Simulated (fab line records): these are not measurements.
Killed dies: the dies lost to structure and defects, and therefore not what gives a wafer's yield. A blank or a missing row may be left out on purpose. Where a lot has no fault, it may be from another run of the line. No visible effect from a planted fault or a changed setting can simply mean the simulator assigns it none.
2 desks, one fault / flow n5_finfet / each desk holds nothing but its own numbers, with what lay behind them at the end

== METROLOGY DESK ==
Lot by lot, what the gauges showed, no matter which tool ran the lot: averages of those sampled wafers that carry a number. The brackets show how far a lot's mean lies from the usual mean; more than 4 standard deviations puts the lot out of limits, marked OUT. Of its 10 readings 7 are shown: those that lie furthest out on some lot.
Columns: A = DIBL_P at N5_BEOL_M4_RC_MEAS_101, usual 36.3 mV/V; B = IOFF_N at N5_BEOL_M4_RC_MEAS_101, usual 0.160 nA/um; C = IOFF_P at N5_BEOL_M4_RC_MEAS_101, usual 0.210 nA/um; D = ION_N at N5_BEOL_M4_RC_MEAS_101, usual 675 uA/um; E = ION_P at N5_BEOL_M4_RC_MEAS_101, usual 462 uA/um; F = VT_N at N5_BEOL_M4_RC_MEAS_101, usual 249.5 mV; G = VT_P at N5_BEOL_M4_RC_MEAS_101, usual -250.1 mV
lot=L574; first seen here=day 8 23:34; A=34.4; B=0.141; C=0.173; D=668; E=455; F=251.2; G=-253.3
lot=L573; first seen here=day 9 03:32; A=35.2; B=0.156; C=0.212; D=676; E=462; F=250.6; G=-248.4
lot=L580; first seen here=day 10 04:59; A=36.5; B=0.142; C=0.181; D=657; E=450; F=251.2; G=-252.7
lot=L583; first seen here=day 12 02:34; A=37.5; B=0.194; C=0.268; D=686; E=473; F=245.4; G=-244.7
lot=L584; first seen here=day 12 18:58; A=35.7; B=0.142; C=0.194; D=669; E=457; F=252.6; G=-251.0
lot=L585; first seen here=day 12 23:57; A=35.8; B=0.178; C=0.234; D=687; E=470; F=245.6; G=-246.8
lot=L587; first seen here=day 13 23:42; A=36.9; B=0.177; C=0.214; D=674; E=457; F=248.0; G=-249.0
lot=L588; first seen here=day 14 05:13; A=37.0; B=0.164; C=0.200; D=683; E=464; F=249.4; G=-252.3
lot=L590; first seen here=day 15 05:05; A=34.4; B=0.151; C=0.192; D=675; E=458; F=251.5; G=-250.8
lot=L596; first seen here=day 15 20:00; A=36.5; B=0.177; C=0.195; D=670; E=454; F=249.3; G=-253.1
This desk found nothing out of limits on any of the 10 lots.

== THE TOOL OWNER'S DESK: cvd_co-01 ==
The tool's own readings at N5_BEOL_M2_CVD_47 (deposits Co from CCTBA/H2, target thk 3 nm, time 223.8 s): means of the sampled wafers that have a number, for each lot that ran on this tool. The brackets show how far a lot's mean lies from the usual mean; more than 4 standard deviations puts the lot out of limits, marked OUT.
Columns: A = chamber_pressure_Torr at N5_BEOL_M2_CVD_47, usual 29.99 Torr; B = run_length_s at N5_BEOL_M2_CVD_47, usual 246.6 s
lot=L574; first seen here=day 7 22:34; A=29.99; B=247.0
lot=L573; first seen here=day 8 02:49; A=30.01; B=246.5
lot=L583; first seen here=day 9 18:01; A=29.98; B=246.6
lot=L585; first seen here=day 10 07:12; A=30.02; B=246.8
lot=L587; first seen here=day 12 06:56; A=29.94; B=225.4 (-50) OUT
lot=L588; first seen here=day 12 07:17; A=30.05; B=225.3 (-51) OUT
lot=L590; first seen here=day 13 06:28; A=30.07; B=203.6 (-99 or more) OUT
This desk finds L587, L588, L590 out of limits, L587 being first, at day 12 06:56 (run_length_s at N5_BEOL_M2_CVD_47). In limits: L574, L573, L583, L585.

== TAKEN TOGETHER ==
An alarm could have come from the tool owner's desk at day 12 06:56, on L587, L588, L590.
Nothing out of limits was seen by the metrology desk.
The metrology desk holds a record of L587, L588, L590, inside its limits.
The lots listed all ran N5_BEOL_M2_CVD_47 on cvd_co-01.

== WHAT THE SIMULATOR HAD PUT IN ==
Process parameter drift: cvd_co-01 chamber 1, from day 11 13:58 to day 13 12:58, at N5_BEOL_M2_CVD_47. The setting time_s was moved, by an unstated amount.
Struck lots among those shown: L587, L588, L590.
Hours from the fault's start to each desk's first reading out of limits: the tool owner's desk, 17.
